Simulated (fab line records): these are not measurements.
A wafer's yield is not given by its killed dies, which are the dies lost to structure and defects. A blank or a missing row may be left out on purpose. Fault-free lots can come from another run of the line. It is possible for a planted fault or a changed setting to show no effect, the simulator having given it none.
Which tool was responsible? :: flow nandHarc :: Sampling: 13 lots, 38 wafers, 5 of 1159 route steps

## WHAT THE GAUGES SHOWED, per wafer
NHARC_END_SORT_01. Usual: killedAtArray 24, standard deviation 8.7; killedAtOther 0.8, standard deviation 1.2; killedAtPeriphery 3.6, standard deviation 2.3; killedDies 28, standard deviation 8.9; killedOpen 3.2, standard deviation 1.9; killedShort 2.0, standard deviation 1.6.
lot: L754
measured: day 22 00:25
on: prober-01
killedAtArray: 24 26 25
killedAtOther: 3 1 0
killedAtPeriphery: 3 0 1
killedDies: 30 27 26
killedOpen: 4 2 2
killedShort: 2 3 2
flag: 

lot: L756
measured: day 21 16:46
on: prober-02
killedAtArray: 30 22 24
killedAtOther: 0 1 2
killedAtPeriphery: 8 5 9
killedDies: 38 28 35
killedOpen: 2 2 7
killedShort: 2 2 3
flag: 

lot: L759
measured: day 22 22:02
on: prober-01
killedAtArray: 19 19 17
killedAtOther: 0 1 0
killedAtPeriphery: 6 4 3
killedDies: 25 24 20
killedOpen: 3 7 0
killedShort: 1 1 0
flag: 

lot: L761
measured: day 23 18:58
on: prober-01
killedAtArray: 14 23 13
killedAtOther: 1 0 1
killedAtPeriphery: 8 8 7
killedDies: 23 31 21
killedOpen: 3 6 1
killedShort: 2 3 5
flag: 

## WHICH TOOL RAN EACH LOT (tool, then ch and the chambers of the sampled wafers, then the start)
lot: L748
NHARC_P_ZERO_WELL_SOFTBAKE_06: lithoTrack-02 ch 0, day 1 12:00
NHARC_P_ZERO_WELL_DESCUM_26: rieDiel-07 ch 1,2,3, day 1 14:47
NHARC_P_ZERO_WELL_RTA_42: rtpAnneal-02 ch 0, day 1 19:08
NHARC_P_STI_CMP_21: cmp-01 ch 0,1,2, day 3 08:08

lot: L750
NHARC_P_ZERO_WELL_SOFTBAKE_06: lithoTrack-05 ch 0, day 2 00:00
NHARC_P_ZERO_WELL_DESCUM_26: rieDiel-07 ch 1,2, day 2 02:46
NHARC_P_ZERO_WELL_RTA_42: rtpAnneal-01 ch 0, day 2 07:06
NHARC_P_STI_CMP_21: cmp-03 ch 0,1,2, day 4 00:48

lot: L751
NHARC_P_ZERO_WELL_SOFTBAKE_06: lithoTrack-07 ch 0, day 2 06:00
NHARC_P_ZERO_WELL_DESCUM_26: rieDiel-01 ch 1,2, day 2 08:40
NHARC_P_ZERO_WELL_RTA_42: rtpAnneal-02 ch 0, day 2 12:49
NHARC_P_STI_CMP_21: cmp-04 ch 1,3, day 4 00:41

lot: L752
NHARC_P_ZERO_WELL_SOFTBAKE_06: lithoTrack-05 ch 0, day 2 12:00
NHARC_P_ZERO_WELL_DESCUM_26: rieDiel-07 ch 0,1,3, day 2 14:44
NHARC_P_ZERO_WELL_RTA_42: rtpAnneal-01 ch 0, day 2 18:53
NHARC_P_STI_CMP_21: cmp-04 ch 0,1,2, day 4 09:21

lot: L753
NHARC_P_ZERO_WELL_SOFTBAKE_06: lithoTrack-02 ch 0, day 2 18:00
NHARC_P_ZERO_WELL_DESCUM_26: rieDiel-09 ch 0,3, day 2 20:34
NHARC_P_ZERO_WELL_RTA_42: rtpAnneal-02 ch 0, day 3 00:52
NHARC_P_STI_CMP_21: cmp-04 ch 0,2,3, day 4 15:18

lot: L754
NHARC_P_ZERO_WELL_SOFTBAKE_06: lithoTrack-02 ch 0, day 3 00:00
NHARC_P_ZERO_WELL_DESCUM_26: rieDiel-07 ch 0,1,2, day 3 02:38
NHARC_P_ZERO_WELL_RTA_42: rtpAnneal-02 ch 0, day 3 06:47
NHARC_P_STI_CMP_21: cmp-03 ch 0,1, day 4 23:04

lot: L756
NHARC_P_ZERO_WELL_SOFTBAKE_06: lithoTrack-07 ch 0, day 3 12:00
NHARC_P_ZERO_WELL_DESCUM_26: rieDiel-09 ch 0,2,3, day 3 14:44
NHARC_P_ZERO_WELL_RTA_42: rtpAnneal-01 ch 0, day 3 18:54
NHARC_P_STI_CMP_21: cmp-03 ch 0,2,3, day 5 06:54

lot: L758
NHARC_P_ZERO_WELL_SOFTBAKE_06: lithoTrack-07 ch 0, day 4 00:00
NHARC_P_ZERO_WELL_DESCUM_26: rieDiel-09 ch 0,1, day 4 02:41
NHARC_P_ZERO_WELL_RTA_42: rtpAnneal-01 ch 0, day 4 06:49
NHARC_P_STI_CMP_21: cmp-04 ch 0,2, day 5 15:18

lot: L759
NHARC_P_ZERO_WELL_SOFTBAKE_06: lithoTrack-02 ch 0, day 4 06:00
NHARC_P_ZERO_WELL_DESCUM_26: rieDiel-01 ch 0,1,2, day 4 08:44
NHARC_P_ZERO_WELL_RTA_42: rtpAnneal-02 ch 0, day 4 12:49
NHARC_P_STI_CMP_21: cmp-03 ch 0,2,3, day 6 00:07

lot: L761
NHARC_P_ZERO_WELL_SOFTBAKE_06: lithoTrack-05 ch 0, day 4 18:00
NHARC_P_ZERO_WELL_DESCUM_26: rieDiel-07 ch 0,2,3, day 4 20:38
NHARC_P_ZERO_WELL_RTA_42: rtpAnneal-02 ch 0, day 5 00:59
NHARC_P_STI_CMP_21: cmp-01 ch 0,1,2, day 6 13:24

lot: L765
NHARC_P_ZERO_WELL_SOFTBAKE_06: lithoTrack-02 ch 0, day 5 18:00
NHARC_P_ZERO_WELL_DESCUM_26: rieDiel-07 ch 0,2, day 5 20:44
NHARC_P_ZERO_WELL_RTA_42: rtpAnneal-01 ch 0, day 6 00:56
NHARC_P_STI_CMP_21: cmp-01 ch 1,3, day 7 16:12

lot: L770
NHARC_P_ZERO_WELL_SOFTBAKE_06: lithoTrack-05 ch 0, day 7 00:00
NHARC_P_ZERO_WELL_DESCUM_26: rieDiel-09 ch 0,2,3, day 7 02:31
NHARC_P_ZERO_WELL_RTA_42: rtpAnneal-02 ch 0, day 7 06:38
NHARC_P_STI_CMP_21: cmp-03 ch 1,2, day 8 20:04

lot: L771
NHARC_P_ZERO_WELL_SOFTBAKE_06: lithoTrack-05 ch 0, day 7 06:00
NHARC_P_ZERO_WELL_DESCUM_26: rieDiel-01 ch 1,3, day 7 08:37
NHARC_P_ZERO_WELL_RTA_42: rtpAnneal-02 ch 0, day 7 12:47
NHARC_P_STI_CMP_21: cmp-04 ch 0,2, day 9 00:40
- NHARC_P_ZERO_WELL_SOFTBAKE_06: time 70 s.
- NHARC_P_ZERO_WELL_DESCUM_26: chemistry O2, time 3 s.
- NHARC_P_ZERO_WELL_RTA_42: time 300 s.
- NHARC_P_STI_CMP_21: polishes, t overpolish 20 s, target thk 380.67 nm.

## WHAT THE TOOLS THEMSELVES READ (means of the sampled wafers that have a number; where no wafer has one, the mark that the record gives instead)
NHARC_P_ZERO_WELL_SOFTBAKE_06. Usual: heaterPowerTotalW 200.8 W, standard deviation 1.3.
lot: L748
tool: lithoTrack-02
heaterPowerTotalW (W): 201.1
flag: 

lot: L750
tool: lithoTrack-05
heaterPowerTotalW (W): 199.9
flag: 

lot: L751
tool: lithoTrack-07
heaterPowerTotalW (W): 201.5
flag: 

lot: L752
tool: lithoTrack-05
heaterPowerTotalW (W): 201.3
flag: 

lot: L753
tool: lithoTrack-02
heaterPowerTotalW (W): 200.1
flag: 

lot: L754
tool: lithoTrack-02
heaterPowerTotalW (W): 199.8
flag: 

lot: L756
tool: lithoTrack-07
heaterPowerTotalW (W): 201.0
flag: 

lot: L758
tool: lithoTrack-07
heaterPowerTotalW (W): 200.3
flag: 

lot: L759
tool: lithoTrack-02
heaterPowerTotalW (W): 202.0
flag: 

lot: L761
tool: lithoTrack-05
heaterPowerTotalW (W): 199.7
flag: 

lot: L765
tool: lithoTrack-02
heaterPowerTotalW (W): 211.2
flag: OFF

lot: L770
tool: lithoTrack-05
heaterPowerTotalW (W): 199.9
flag: 

lot: L771
tool: lithoTrack-05
heaterPowerTotalW (W): 201.1
flag: 

NHARC_P_ZERO_WELL_DESCUM_26. Usual: drypumpMotorCurrentA 5.84 A, standard deviation 0.28; oesProductAu 1.001 a.u., standard deviation 0.013; rfVppV 57.9 V, standard deviation 0.95; showerheadPlenumPTorr 1.92 Torr, standard deviation 0.085; throttleValvePct 11.311 %, standard deviation 0.0087.
lot: L748
tool: rieDiel-07
drypumpMotorCurrentA (A): 6.10
oesProductAu (a.u.): 1.014
rfVppV (V): 56.7
showerheadPlenumPTorr (Torr): 1.85
throttleValvePct (%): 11.310
flag: 

lot: L750
tool: rieDiel-07
drypumpMotorCurrentA (A): 5.98
oesProductAu (a.u.): 1.010
rfVppV (V): 58.0
showerheadPlenumPTorr (Torr): 1.87
throttleValvePct (%): 11.300
flag: 

lot: L751
tool: rieDiel-01
drypumpMotorCurrentA (A): 5.63
oesProductAu (a.u.): 0.992
rfVppV (V): 57.9
showerheadPlenumPTorr (Torr): 1.98
throttleValvePct (%): 11.310
flag: 

lot: L752
tool: rieDiel-07
drypumpMotorCurrentA (A): 5.94
oesProductAu (a.u.): 1.009
rfVppV (V): 57.0
showerheadPlenumPTorr (Torr): 1.85
throttleValvePct (%): 11.310
flag: 

lot: L753
tool: rieDiel-09
drypumpMotorCurrentA (A): 5.63
oesProductAu (a.u.): 1.012
rfVppV (V): 58.3
showerheadPlenumPTorr (Torr): 2.06
throttleValvePct (%): 11.304
flag: 

lot: L754
tool: rieDiel-07
drypumpMotorCurrentA (A): 5.89
oesProductAu (a.u.): 1.009
rfVppV (V): 57.3
showerheadPlenumPTorr (Torr): 1.89
throttleValvePct (%): 11.306
flag: 

lot: L756
tool: rieDiel-09
drypumpMotorCurrentA (A): 5.61
oesProductAu (a.u.): 1.010
rfVppV (V): 58.4
showerheadPlenumPTorr (Torr): 1.99
throttleValvePct (%): 11.304
flag: 

lot: L758
tool: rieDiel-09
drypumpMotorCurrentA (A): 5.67
oesProductAu (a.u.): 1.016
rfVppV (V): 57.8
showerheadPlenumPTorr (Torr): 1.91
throttleValvePct (%): 11.312
flag: 

lot: L759
tool: rieDiel-01
drypumpMotorCurrentA (A): 5.86
oesProductAu (a.u.): 0.991
rfVppV (V): 58.3
showerheadPlenumPTorr (Torr): 2.00
throttleValvePct (%): 11.311
flag: 

lot: L761
tool: rieDiel-07
drypumpMotorCurrentA (A): 5.98
oesProductAu (a.u.): 1.003
rfVppV (V): 58.1
showerheadPlenumPTorr (Torr): 1.88
throttleValvePct (%): 11.311
flag: 

lot: L765
tool: rieDiel-07
drypumpMotorCurrentA (A): 5.88
oesProductAu (a.u.): 0.995
rfVppV (V): 58.0
showerheadPlenumPTorr (Torr): 1.92
throttleValvePct (%): 11.303
flag: 

lot: L770
tool: rieDiel-09
drypumpMotorCurrentA (A): 5.61
oesProductAu (a.u.): 1.010
rfVppV (V): 58.1
showerheadPlenumPTorr (Torr): 1.99
throttleValvePct (%): 11.314
flag: 

lot: L771
tool: rieDiel-01
drypumpMotorCurrentA (A): 5.54
oesProductAu (a.u.): 0.990
rfVppV (V): 57.8
showerheadPlenumPTorr (Torr): 1.94
throttleValvePct (%): 11.305
flag: 

NHARC_P_ZERO_WELL_RTA_42. Usual: annealTempCMax 1105.8, standard deviation 1.1; lampPowerPct 37.5 %, standard deviation 0.46; lamp_zone_6_pct 37.5 %, standard deviation 0.46; wafer_temp_C_max 1103.5, standard deviation 0.91.
lot: L748
tool: rtpAnneal-02
annealTempCMax: 1107.3
lampPowerPct (%): 37.2
lamp_zone_6_pct (%): 37.1
wafer_temp_C_max: 1102.7
flag: 

lot: L750
tool: rtpAnneal-01
annealTempCMax: 1105.0
lampPowerPct (%): 38.0
lamp_zone_6_pct (%): 38.0
wafer_temp_C_max: 1103.6
flag: 

lot: L751
tool: rtpAnneal-02
annealTempCMax: 1105.2
lampPowerPct (%): 37.2
lamp_zone_6_pct (%): 37.1
wafer_temp_C_max: 1103.0
flag: 

lot: L752
tool: rtpAnneal-01
annealTempCMax: 1104.8
lampPowerPct (%): 38.1
lamp_zone_6_pct (%): 38.0
wafer_temp_C_max: 1104.9
flag: 

lot: L753
tool: rtpAnneal-02
annealTempCMax: 1105.1
lampPowerPct (%): 37.1
lamp_zone_6_pct (%): 37.0
wafer_temp_C_max: 1102.9
flag: 

lot: L754
tool: rtpAnneal-02
annealTempCMax: 1106.1
lampPowerPct (%): 37.2
lamp_zone_6_pct (%): 37.1
wafer_temp_C_max: 1103.3
flag: 

lot: L756
tool: rtpAnneal-01
annealTempCMax: 1106.7
lampPowerPct (%): 38.1
lamp_zone_6_pct (%): 38.0
wafer_temp_C_max: 1104.2
flag: 

lot: L758
tool: rtpAnneal-01
annealTempCMax: 1104.3
lampPowerPct (%): 38.1
lamp_zone_6_pct (%): 38.0
wafer_temp_C_max: 1104.0
flag: 

lot: L759
tool: rtpAnneal-02
annealTempCMax: 1106.2
lampPowerPct (%): 37.1
lamp_zone_6_pct (%): 37.1
wafer_temp_C_max: 1103.1
flag: 

lot: L761
tool: rtpAnneal-02
annealTempCMax: 1105.9
lampPowerPct (%): 37.1
lamp_zone_6_pct (%): 37.0
wafer_temp_C_max: 1102.6
flag: 

lot: L765
tool: rtpAnneal-01
annealTempCMax: 1105.1
lampPowerPct (%): 38.0
lamp_zone_6_pct (%): 38.0
wafer_temp_C_max: 1104.2
flag: 

lot: L770
tool: rtpAnneal-02
annealTempCMax: 1106.3
lampPowerPct (%): 37.1
lamp_zone_6_pct (%): 37.1
wafer_temp_C_max: 1102.7
flag: 

lot: L771
tool: rtpAnneal-02
annealTempCMax: 1106.4
lampPowerPct (%): 37.1
lamp_zone_6_pct (%): 37.1
wafer_temp_C_max: 1103.3
flag: 

NHARC_P_STI_CMP_21. Usual: motorCurrentA 12.1 A, standard deviation 0.78; overpolishRunS 20.001 s, standard deviation 0.0097; slurryFlowMlMin 150.1, standard deviation 0.42.
lot: L748
tool: cmp-01
motorCurrentA (A): 12.2
overpolishRunS (s): 19.995
slurryFlowMlMin: 149.9
flag: 

lot: L750
tool: cmp-03
motorCurrentA (A): 10.8
overpolishRunS (s): 20.006
slurryFlowMlMin: 150.1
flag: 

lot: L751
tool: cmp-04
motorCurrentA (A): 12.6
overpolishRunS (s): 20.002
slurryFlowMlMin: 149.8
flag: 

lot: L752
tool: cmp-04
motorCurrentA (A): 12.1
overpolishRunS (s): 20.000
slurryFlowMlMin: 150.4
flag: 

lot: L753
tool: cmp-04
motorCurrentA (A): 12.3
overpolishRunS (s): 19.999
slurryFlowMlMin: 150.3
flag: 

lot: L754
tool: cmp-03
motorCurrentA (A): 11.5
overpolishRunS (s): 20.002
slurryFlowMlMin: 150.3
flag: 

lot: L756
tool: cmp-03
motorCurrentA (A): 11.9
overpolishRunS (s): 20.000
slurryFlowMlMin: 150.2
flag: 

lot: L758
tool: cmp-04
motorCurrentA (A): 12.1
overpolishRunS (s): 20.008
slurryFlowMlMin: 149.6
flag: 

lot: L759
tool: cmp-03
motorCurrentA (A): 11.5
overpolishRunS (s): 19.999
slurryFlowMlMin: 150.1
flag: 

lot: L761
tool: cmp-01
motorCurrentA (A): 12.1
overpolishRunS (s): 20.007
slurryFlowMlMin: 150.2
flag: 

lot: L765
tool: cmp-01
motorCurrentA (A): 12.0
overpolishRunS (s): 20.002
slurryFlowMlMin: 150.8
flag: 

lot: L770
tool: cmp-03
motorCurrentA (A): 11.9
overpolishRunS (s): 20.006
slurryFlowMlMin: 150.0
flag: 

lot: L771
tool: cmp-04
motorCurrentA (A): 11.9
overpolishRunS (s): 19.991
slurryFlowMlMin: 150.4
flag: 

## THE ANSWER, worked out from the rows above alone
Rule: take the mean of a lot's wafers that have a number; if it is more than 3 standard deviations from the usual mean, the lot is off. Also off: a lot with no number at a reading for which 4 or more lots have one. Where the step has rows for the other lots, those lots are counted as sound. Order of review: gauges by route order, followed by the tools' own readings, for which a lot's mean as printed above is used. At the first step where some lot is off, the reading lying furthest off is the one used; lots without a number count as furthest.
Off at NHARC_P_ZERO_WELL_SOFTBAKE_06 (heaterPowerTotalW): L765.
If a tool, at that step or one of the process steps before it, ran each lot that is off and ran no sound lot following the first of them, it fits. One fits: NHARC_P_ZERO_WELL_SOFTBAKE_06 on lithoTrack-02. Its last sound lot is L759 (day 4 06:00), its first lot that is off L765 (day 5 18:00): a fault that began between those two fits.
The tool's own readings at NHARC_P_ZERO_WELL_SOFTBAKE_06 bear it out: on the lots that are off they differ by more than 5 times the standard deviation of the sound lots' means. heaterPowerTotalW reads 211.2 W there against 200.6 W on the sound lots.

## WHAT THE SIMULATOR HAD PUT IN
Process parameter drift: lithoTrack-02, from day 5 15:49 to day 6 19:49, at NHARC_P_ZERO_WELL_SOFTBAKE_06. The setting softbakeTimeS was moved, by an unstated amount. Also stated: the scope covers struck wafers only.
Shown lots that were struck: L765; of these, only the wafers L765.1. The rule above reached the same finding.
